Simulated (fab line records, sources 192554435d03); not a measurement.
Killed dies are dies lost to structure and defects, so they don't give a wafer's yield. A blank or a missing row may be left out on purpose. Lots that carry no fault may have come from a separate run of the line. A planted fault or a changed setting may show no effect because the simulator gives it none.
Chamber matching / flow n5 finfet / N5_GATE_CUT_ETCH_28 on rie diel-01: 4 sister chambers
The step etches underlayer in N2/H2, target depth 13 nm, time 10.4 s. 18 wafers are shown with their chamber, then 9 later ones without.

== WAFERS WITH THEIR CHAMBER ==
wafer=L074.1; chamber=2; showerhead plenum p Torr (Torr)=2.52; throttle valve pct (%)=18.05; drypump motor current A (A)=5.5
wafer=L074.2; chamber=3; showerhead plenum p Torr (Torr)=2.60; throttle valve pct (%)=17.69; drypump motor current A (A)=5.4
wafer=L074.6; chamber=2; showerhead plenum p Torr (Torr)=2.52; throttle valve pct (%)=18.04; drypump motor current A (A)=5.6
wafer=L075.1; chamber=0; showerhead plenum p Torr (Torr)=2.71; throttle valve pct (%)=17.87; drypump motor current A (A)=5.1
wafer=L075.4; chamber=3; showerhead plenum p Torr (Torr)=2.60; throttle valve pct (%)=17.69; drypump motor current A (A)=5.4
wafer=L075.5; chamber=2; showerhead plenum p Torr (Torr)=2.52; throttle valve pct (%)=18.05; drypump motor current A (A)=5.6
wafer=L078.3; chamber=3; showerhead plenum p Torr (Torr)=2.60; throttle valve pct (%)=17.70; drypump motor current A (A)=5.4
wafer=L078.5; chamber=3; showerhead plenum p Torr (Torr)=2.60; throttle valve pct (%)=17.69; drypump motor current A (A)=5.4
wafer=L078.6; chamber=1; showerhead plenum p Torr (Torr)=2.71; throttle valve pct (%)=17.31; drypump motor current A (A)=6.0
wafer=L081.1; chamber=1; showerhead plenum p Torr (Torr)=2.71; throttle valve pct (%)=17.31; drypump motor current A (A)=6.0
wafer=L081.3; chamber=0; showerhead plenum p Torr (Torr)=2.70; throttle valve pct (%)=17.88; drypump motor current A (A)=5.1
wafer=L081.5; chamber=1; showerhead plenum p Torr (Torr)=2.71; throttle valve pct (%)=17.31; drypump motor current A (A)=5.9
wafer=L087.1; chamber=0; showerhead plenum p Torr (Torr)=2.70; throttle valve pct (%)=17.90; drypump motor current A (A)=5.1
wafer=L087.3; chamber=3; showerhead plenum p Torr (Torr)=2.59; throttle valve pct (%)=17.72; drypump motor current A (A)=5.4
wafer=L087.5; chamber=0; showerhead plenum p Torr (Torr)=2.70; throttle valve pct (%)=17.91; drypump motor current A (A)=5.1
wafer=L090.3; chamber=0; showerhead plenum p Torr (Torr)=2.70; throttle valve pct (%)=17.92; drypump motor current A (A)=5.1
wafer=L090.5; chamber=2; showerhead plenum p Torr (Torr)=2.51; throttle valve pct (%)=18.09; drypump motor current A (A)=5.5
wafer=L090.6; chamber=3; showerhead plenum p Torr (Torr)=2.59; throttle valve pct (%)=17.73; drypump motor current A (A)=5.4

SIGNATURES, as means of the wafers listed above
reading=showerhead plenum p Torr; chamber 0=2.7020; chamber 1=2.7100; chamber 2=2.5175; chamber 3=2.5967; scatter within a chamber=0.00454
reading=throttle valve pct; chamber 0=17.8960; chamber 1=17.3100; chamber 2=18.0575; chamber 3=17.7033; scatter within a chamber=0.0184
reading=drypump motor current A; chamber 0=5.100; chamber 1=5.967; chamber 2=5.550; chamber 3=5.400; scatter within a chamber=0.0345
Rule: a wafer lies at a distance from a chamber equal to the root of the sum of squares, over the readings, of (its reading less the chamber's mean, divided by the reading's scatter). If the next closest chamber is less than 2 further off than the closest, the wafer can't be placed; otherwise it belongs to the closest. The scatter: take each reading less its chamber's mean, square it, sum over the shown wafers, divide by the number of wafers less the number of chambers, and take the root.

== WAFERS WITHOUT THEIR CHAMBER ==
wafer=L091.2; showerhead plenum p Torr (Torr)=2.59; throttle valve pct (%)=17.74; drypump motor current A (A)=5.4
wafer=L091.4; showerhead plenum p Torr (Torr)=2.70; throttle valve pct (%)=17.35; drypump motor current A (A)=6.0
wafer=L091.5; showerhead plenum p Torr (Torr)=2.59; throttle valve pct (%)=17.75; drypump motor current A (A)=5.4
wafer=L095.3; showerhead plenum p Torr (Torr)=2.58; throttle valve pct (%)=17.78; drypump motor current A (A)=5.4
wafer=L095.4; showerhead plenum p Torr (Torr)=2.58; throttle valve pct (%)=17.76; drypump motor current A (A)=5.4
wafer=L095.5; showerhead plenum p Torr (Torr)=2.69; throttle valve pct (%)=17.37; drypump motor current A (A)=6.0
wafer=L096.3; showerhead plenum p Torr (Torr)=2.58; throttle valve pct (%)=17.77; drypump motor current A (A)=5.4
wafer=L096.4; showerhead plenum p Torr (Torr)=2.69; throttle valve pct (%)=17.94; drypump motor current A (A)=5.1
wafer=L096.5; showerhead plenum p Torr (Torr)=2.51; throttle valve pct (%)=17.66; drypump motor current A (A)=5.5

== THE CHAMBER EACH PASSED THROUGH ==
wafer=L091.2; from the rows above=3; in truth=3
wafer=L091.4; from the rows above=1; in truth=1
wafer=L091.5; from the rows above=3; in truth=3
wafer=L095.3; from the rows above=3; in truth=3
wafer=L095.4; from the rows above=3; in truth=3
wafer=L095.5; from the rows above=1; in truth=1
wafer=L096.3; from the rows above=3; in truth=3
wafer=L096.4; from the rows above=0; in truth=0
wafer=L096.5; from the rows above=3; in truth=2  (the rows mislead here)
Correctly placed: 8 of 9. Number that these rows cannot place: 0. Placed wrongly: 1.
